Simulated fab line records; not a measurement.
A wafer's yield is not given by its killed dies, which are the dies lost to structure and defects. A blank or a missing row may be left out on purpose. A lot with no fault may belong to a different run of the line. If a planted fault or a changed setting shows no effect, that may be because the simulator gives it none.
Matching of chambers ; flow nand_harc ; NHARC_P_GATE_DESCUM_61 on rie_diel-02 has 4 sister chambers
The step chemistry O2, time 3 s. 20 wafers are shown with their chamber, then 10 later ones without.

== EACH WAFER AND ITS CHAMBER ==
wafer;chamber;showerhead_plenum_p_Torr (Torr);drypump_motor_current_A (A);rf_vpp_V (V)
L656.1;3;1.86;5.7;57.9
L656.2;2;1.90;5.3;57.5
L656.3;1;1.90;5.3;57.7
L658.2;3;1.86;5.7;56.9
L658.4;1;1.90;5.4;58.3
L658.5;0;1.98;4.7;59.2
L662.1;0;1.98;4.7;58.3
L662.4;1;1.90;5.3;56.9
L662.5;0;1.98;4.7;57.6
L670.1;0;1.98;4.7;58.1
L670.4;1;1.89;5.3;57.7
L670.5;3;1.86;5.7;57.6
L671.1;3;1.86;5.7;58.3
L671.3;0;1.98;4.7;58.9
L671.4;2;1.90;5.3;59.7
L672.1;3;1.85;5.7;58.1
L672.2;1;1.89;5.3;56.8
L672.4;2;1.90;5.4;58.4
L673.1;3;1.85;5.7;56.9
L673.3;2;1.90;5.4;57.3

SIGNATURES, as means of the wafers listed above
reading;chamber 0;chamber 1;chamber 2;chamber 3;scatter within a chamber
showerhead_plenum_p_Torr;1.9800;1.8960;1.9000;1.8567;0.00398
drypump_motor_current_A;4.700;5.320;5.350;5.700;0.0335
rf_vpp_V;58.420;57.480;58.225;57.617;0.733
Rule: a wafer's distance from a chamber is the root of the sum, over the readings, of the square of ((its reading less the chamber's mean) divided by the reading's scatter). The wafer belongs to the nearest chamber; if the next one is less than 2 further off, it can't be placed. How the scatter is found: for the shown wafers, subtract from each reading the mean of its chamber, square and add these, divide the total by (wafers less chambers), then take the root.

== WAFERS MISSING THEIR CHAMBER ==
wafer;showerhead_plenum_p_Torr (Torr);drypump_motor_current_A (A);rf_vpp_V (V)
L673.6;1.90;5.4;57.8
L674.2;1.85;5.7;57.0
L674.3;1.89;5.4;58.0
L674.4;1.98;4.7;57.5
L675.3;1.85;5.7;58.2
L675.5;1.89;5.3;56.5
L675.6;1.89;5.4;57.9
L677.1;1.98;4.7;57.9
L677.2;1.89;5.3;58.1
L677.3;1.85;5.7;56.0

== WHICH CHAMBER EACH ONE RAN IN ==
wafer;from the rows above;in truth
L673.6;can't be placed: 2 or 1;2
L674.2;3;3
L674.3;can't be placed: 1 or 2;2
L674.4;0;0
L675.3;3;3
L675.5;can't be placed: 1 or 2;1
L675.6;can't be placed: 1 or 2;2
L677.1;0;0
L677.2;can't be placed: 1 or 2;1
L677.3;3;3
Correct placement for 5 of the 10. Cannot be placed on the basis of these rows: 5; the candidates contain the true chamber in 5. Wrongly placed: 0.
